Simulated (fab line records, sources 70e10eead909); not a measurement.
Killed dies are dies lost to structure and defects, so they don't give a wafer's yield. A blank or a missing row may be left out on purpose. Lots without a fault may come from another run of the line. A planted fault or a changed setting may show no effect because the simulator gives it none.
Chamber matching | flow nand_harc | NHARC_A_CONTACT_DESCUM_13 on rie_diel-09: 4 sister chambers
The step chemistry O2, time 3 s. 33 wafers are shown with their chamber, then 12 later ones without.

WAFERS WITH THEIR CHAMBER
wafer  | chamber | drypump_motor_current_A (A) | showerhead_plenum_p_Torr (Torr) | rf_vpp_V (V)
L075.3 | 3       | 5.7                         | 1.77                            | 56.9
L075.5 | 1       | 5.6                         | 2.01                            | 58.6
L075.6 | 2       | 6.3                         | 1.94                            | 57.9
L076.2 | 0       | 6.4                         | 1.81                            | 58.0
L076.3 | 1       | 5.6                         | 2.01                            | 59.3
L076.4 | 3       | 5.7                         | 1.77                            | 58.1
L077.3 | 0       | 6.4                         | 1.81                            | 57.1
L077.4 | 2       | 6.3                         | 1.94                            | 58.6
L077.5 | 2       | 6.3                         | 1.94                            | 57.8
L078.2 | 3       | 5.7                         | 1.77                            | 57.0
L078.3 | 0       | 6.4                         | 1.81                            | 57.9
L078.6 | 0       | 6.4                         | 1.81                            | 56.8
L081.1 | 3       | 5.7                         | 1.77                            | 55.8
L081.4 | 2       | 6.3                         | 1.94                            | 56.9
L081.6 | 2       | 6.4                         | 1.94                            | 58.1
L085.1 | 1       | 5.6                         | 2.01                            | 58.9
L085.4 | 3       | 5.7                         | 1.76                            | 57.5
L085.5 | 1       | 5.6                         | 2.01                            | 58.1
L084.3 | 2       | 6.3                         | 1.94                            | 58.1
L084.4 | 3       | 5.7                         | 1.76                            | 57.9
L084.5 | 2       | 6.3                         | 1.94                            | 58.6
L083.2 | 0       | 6.4                         | 1.81                            | 56.4
L083.4 | 1       | 5.6                         | 2.01                            | 58.5
L083.6 | 2       | 6.3                         | 1.93                            | 59.1
L087.2 | 1       | 5.6                         | 2.01                            | 58.8
L087.3 | 0       | 6.4                         | 1.81                            | 57.4
L087.4 | 3       | 5.7                         | 1.76                            | 57.2
L088.3 | 1       | 5.6                         | 2.00                            | 59.3
L088.4 | 2       | 6.3                         | 1.93                            | 57.5
L088.6 | 0       | 6.4                         | 1.80                            | 57.8
L089.4 | 1       | 5.6                         | 2.00                            | 57.9
L089.5 | 2       | 6.3                         | 1.93                            | 57.8
L089.6 | 1       | 5.6                         | 2.00                            | 58.4

SIGNATURES (means of the wafers above)
reading                  | chamber 0 | chamber 1 | chamber 2 | chamber 3 | scatter within a chamber
drypump_motor_current_A  | 6.400     | 5.600     | 6.310     | 5.700     | 0.0176
showerhead_plenum_p_Torr | 1.8086    | 2.0067    | 1.9370    | 1.7657    | 0.0048
rf_vpp_V                 | 57.343    | 58.644    | 58.040    | 57.200    | 0.617
Rule: a wafer's distance from a chamber is the root of the sum, over the readings, of the square of ((its reading less the chamber's mean) divided by the reading's scatter). The wafer belongs to the nearest chamber; if the next one is less than 2 further off, it can't be placed. The scatter: the root of (the sum of the squares of (reading less its chamber's mean) over the shown wafers, divided by (wafers less chambers)).

WAFERS WITHOUT THEIR CHAMBER
wafer  | drypump_motor_current_A (A) | showerhead_plenum_p_Torr (Torr) | rf_vpp_V (V)
L092.3 | 5.7                         | 2.08                            | 60.1
L092.4 | 5.6                         | 2.00                            | 57.8
L092.5 | 6.3                         | 1.93                            | 58.1
L093.1 | 5.7                         | 2.08                            | 57.4
L093.2 | 5.6                         | 2.00                            | 57.7
L093.3 | 6.3                         | 1.93                            | 58.2
L095.3 | 5.6                         | 2.00                            | 57.0
L095.5 | 5.6                         | 2.07                            | 57.9
L095.6 | 6.4                         | 1.80                            | 56.9
L096.2 | 5.7                         | 2.07                            | 57.2
L096.3 | 6.3                         | 1.93                            | 58.5
L096.6 | 5.7                         | 2.07                            | 61.3

WHICH CHAMBER EACH WENT THROUGH
wafer  | from the rows above | in truth
L092.3 | 1                   | 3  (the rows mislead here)
L092.4 | 1                   | 1
L092.5 | 2                   | 2
L093.1 | 1                   | 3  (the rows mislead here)
L093.2 | 1                   | 1
L093.3 | 2                   | 2
L095.3 | 1                   | 1
L095.5 | 1                   | 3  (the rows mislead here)
L095.6 | 0                   | 0
L096.2 | 1                   | 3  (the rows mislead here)
L096.3 | 2                   | 2
L096.6 | 1                   | 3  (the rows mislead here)
Placed correctly: 7 of 12. Can't be placed from these rows: 0. Placed wrongly: 5.
